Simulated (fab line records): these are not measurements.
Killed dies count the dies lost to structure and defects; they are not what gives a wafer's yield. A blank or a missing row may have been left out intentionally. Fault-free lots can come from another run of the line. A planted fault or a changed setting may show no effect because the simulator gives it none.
Matching of chambers | flow n5 finfet | pecvd-04 running N5_BEOL_M0_SAQP_ILD_DEP_01: 3 sister chambers
The step deposits SiOC from DEMS/O2, target thk 45.419 nm, time 8.7 s. 3 wafers are shown with their chamber, then 7 later ones without.

## WAFERS, EACH WITH ITS CHAMBER
wafer  | chamber | throttle valve pct (%)
L085.2 | 2       | 11.6
L088.2 | 0       | 12.1
L088.3 | 1       | 12.3

## WAFERS WHOSE CHAMBER IS MISSING
wafer  | throttle valve pct (%)
L088.5 | 11.5
L092.2 | 11.7
L092.5 | 11.8
L092.6 | 12.4
L094.1 | 11.8
L094.2 | 12.1
L094.3 | 12.2

## WHICH CHAMBER EACH ONE RAN IN
wafer  | from the rows above     | in truth
L088.5 | 2                       | 2
L092.2 | 2                       | 2
L092.5 | can't be placed: 2 or 0 | 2
L092.6 | can't be placed: 1 or 0 | 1
L094.1 | can't be placed: 2 or 0 | 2
L094.2 | can't be placed: 0 or 1 | 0
L094.3 | can't be placed: 0 or 1 | 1
Correct placement for 2 of the 7. Unplaceable from these rows: 5, with the true chamber sitting among the candidates in 5. 0 placed wrongly.
How it was worked out, from the rows above alone: a wafer's distance from a chamber is the root of the sum, over the readings, of the square of ((its reading less the chamber's mean) divided by the reading's scatter). If the next closest chamber is less than 2 further off than the closest, the wafer can't be placed; otherwise it belongs to the closest. The mean given for a chamber averages the wafers shown for that chamber. The scatter: with one shown wafer a chamber, the root of the mean of the squares of how far each hidden wafer lies from its nearest shown one.
